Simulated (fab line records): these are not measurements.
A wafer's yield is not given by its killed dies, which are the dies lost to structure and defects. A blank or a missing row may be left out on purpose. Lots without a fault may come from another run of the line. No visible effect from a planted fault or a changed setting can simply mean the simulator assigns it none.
A lot that was struck, set against a sound lot :: flow nandHarc :: 14 out of 1302 route steps
Sound: these wafers, L630.1, L630.5, L630.6. Wafers L626.1, L626.2, L626.6 were the ones struck. The cause is named last.
For every step that has rows: the tool of each side, followed by ch and its chambers, followed by its first start. Under that, the readings that differ: sound wafers :: struck wafers :: difference of the means :: sigmas: that difference in standard deviations of wafers without a fault.
alike: readings whose means differ by less than 2 such deviations, and words and numbers that are the same on both sides. not compared: withheld readings, readings that some wafer has no value for, bounds like >300 that may hide the same value, and numbers for which the record gives no deviation and whose values overlap.
Wherever a step has rows on one side only, a row that says differs or no value, or a row with sigmas, the two part there. Numbers that have no deviation but don't overlap get no sigmas and don't part them. Lack of a reading on every wafer of one side parts them only where that side has two or more wafers.

first, 2 steps without rows for these wafers: NHARC_A_SOURCE_PLATE_SRD_01; NHARC_A_SOURCE_PLATE_OXIDE_02 (material SiO2, target thk 10 nm, ox time 1362 s).
NHARC_A_SOURCE_PLATE_THK_MEAS_09: measures by ellipsometry.
  sound: filmMetro-02 at day 14 22:22; struck: filmMetro-02 at day 13 01:58
  alike: thkNm
then, 3 steps without rows for these wafers: NHARC_A_SOURCE_PLATE_PVD_04 (deposits WSi2, target thk 50 nm); NHARC_A_SOURCE_PLATE_CVD_03 (deposits poly-Si, target thk 200 nm, time 4000 s); NHARC_A_SOURCE_PLATE_ANNEAL_05 (time 1800 s).
NHARC_A_SOURCE_PLATE_THK_MEAS_06: measures by ellipsometry.
  sound: filmMetro-01 at day 15 11:28; struck: filmMetro-02 at day 13 17:04
  alike: thkNm
NHARC_A_SOURCE_PLATE_INSPECT_08:
  sound: defectInspect-01 at day 15 11:33; struck: defectInspect-02 at day 13 17:09
  alike: rawDefectCount
after that, 1 step with no rows for these wafers: NHARC_A_ONON_D1_DEP_00 (target thk 1000 nm).
NHARC_A_ONON_D1_THK_MEAS_02: measures by ellipsometry.
  sound: filmMetro-02 at day 15 12:08; struck: filmMetro-02 at day 13 17:55
  alike: thkNm
NHARC_A_ONON_D1_DEP_03: target thk 1000 nm.
  sound on pecvdOnon-03 ch 0, day 15 12:11; struck on pecvdOnon-04 ch 0, day 13 17:58
  alike: n2FlowSccm, sih4FlowSccm
NHARC_A_ONON_D1_THK_MEAS_05: measures by ellipsometry.
  sound: filmMetro-02 at day 15 12:41; struck: filmMetro-01 at day 13 18:28
reading: thkNm (nm)
sound: 1006 1006 1005
struck: 463 461 462
difference: -544
sigmas: -45
after that, 1 step with no rows for these wafers: NHARC_A_ONON_D1_DEP_06 (target thk 1000 nm).
-- record jumps: 16 days between struck wafers' starts before vs after; left off in module A_ONON_D1, resumes in module END, first step shown is number 1302 of the route --
NHARC_END_SORT_01:
  here the record holds rows for the struck wafers (prober-01 ch 0, day 30 04:47) but none for the sound ones

== WHERE THEY PART ==
Earliest at NHARC_A_ONON_D1_THK_MEAS_05; latest, in this record, at NHARC_END_SORT_01.

WHY: whatever the simulator had introduced
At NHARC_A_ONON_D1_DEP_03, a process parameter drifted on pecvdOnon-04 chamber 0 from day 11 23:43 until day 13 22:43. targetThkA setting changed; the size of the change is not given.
